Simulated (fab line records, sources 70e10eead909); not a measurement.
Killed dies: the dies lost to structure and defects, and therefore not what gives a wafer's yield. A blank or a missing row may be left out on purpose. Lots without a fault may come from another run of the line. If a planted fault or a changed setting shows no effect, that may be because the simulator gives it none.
Chamber matching + flow nand-harc + cmp-01 running NHARC_A_WL_FILL_CMP_12: 4 sister chambers
The step polishes, t overpolish 30 s, target thk 100 nm. 18 wafers are shown with their chamber, then 9 later ones without.

## EACH WAFER AND ITS CHAMBER
| wafer  | chamber | time-to-endpoint-s (s) | motor-current-A (A) | slurry-flow-ml-min |
|--------|---------|------------------------|---------------------|--------------------|
| L074.1 | 0       | 19                     | 11.1                | 150.2              |
| L074.5 | 1       | 15                     | 12.9                | 149.8              |
| L074.6 | 2       | 16                     | 12.7                | 149.8              |
| L078.1 | 1       | 12                     | 12.2                | 149.7              |
| L078.3 | 0       | 21                     | 10.9                | 150.1              |
| L078.6 | 2       | 14                     | 11.9                | 149.7              |
| L077.4 | 3       | 21                     | 12.4                | 150.6              |
| L077.5 | 0       | 19                     | 10.8                | 150.1              |
| L077.6 | 3       | 21                     | 11.9                | 151.2              |
| L085.3 | 1       | 14                     | 11.8                | 149.8              |
| L085.5 | 2       | 14                     | 12.3                | 150.0              |
| L085.6 | 1       | 13                     | 12.3                | 150.0              |
| L087.1 | 3       | 20                     | 11.7                | 150.2              |
| L087.5 | 1       | 13                     | 12.3                | 149.8              |
| L087.6 | 0       | 15                     | 11.0                | 150.5              |
| L086.2 | 0       | 19                     | 11.6                | 149.7              |
| L086.4 | 1       | 14                     | 12.4                | 149.0              |
| L086.6 | 3       | 24                     | 11.3                | 150.5              |

SIGNATURES, as means of the wafers listed above
| reading            | chamber 0 | chamber 1 | chamber 2 | chamber 3 | scatter within a chamber |
|--------------------|-----------|-----------|-----------|-----------|--------------------------|
| time-to-endpoint-s | 18.60     | 13.50     | 14.67     | 21.50     | 1.61                     |
| motor-current-A    | 11.080    | 12.317    | 12.300    | 11.825    | 0.375                    |
| slurry-flow-ml-min | 150.120   | 149.683   | 149.833   | 150.625   | 0.328                    |
Rule: distance of a wafer from a chamber = root of the sum over the readings of ((wafer's reading minus chamber's mean) / reading's scatter) squared. The wafer belongs to the nearest chamber; if the next one is less than 2 further off, it can't be placed. The scatter: take each reading less its chamber's mean, square it, sum over the shown wafers, divide by the number of wafers less the number of chambers, and take the root.

## WAFERS WITH NO CHAMBER GIVEN
| wafer  | time-to-endpoint-s (s) | motor-current-A (A) | slurry-flow-ml-min |
|--------|------------------------|---------------------|--------------------|
| L091.2 | 18                     | 12.4                | 149.3              |
| L091.5 | 18                     | 11.7                | 149.9              |
| L091.6 | 15                     | 12.1                | 149.9              |
| L093.2 | 17                     | 11.0                | 150.1              |
| L093.4 | 17                     | 12.1                | 150.2              |
| L093.5 | 19                     | 12.6                | 149.1              |
| L095.3 | 15                     | 12.6                | 150.4              |
| L095.5 | 16                     | 13.2                | 149.6              |
| L095.6 | 16                     | 11.9                | 150.0              |

## THE CHAMBER EACH PASSED THROUGH
| wafer  | from the rows above               | in truth |
|--------|-----------------------------------|----------|
| L091.2 | can't be placed: 2 or 1 or 0      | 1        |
| L091.5 | can't be placed: 0 or 2 or 3 or 1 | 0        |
| L091.6 | can't be placed: 2 or 1           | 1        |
| L093.2 | 0                                 | 0        |
| L093.4 | can't be placed: 2 or 1 or 0 or 3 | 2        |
| L093.5 | can't be placed: 2 or 1 or 0 or 3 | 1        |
| L095.3 | can't be placed: 2 or 1           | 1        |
| L095.5 | can't be placed: 2 or 1           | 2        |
| L095.6 | can't be placed: 2 or 1 or 0      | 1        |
Correctly placed: 1 of 9. Unplaceable from these rows: 8, with the true chamber sitting among the candidates in 8. Placed wrongly: 0.
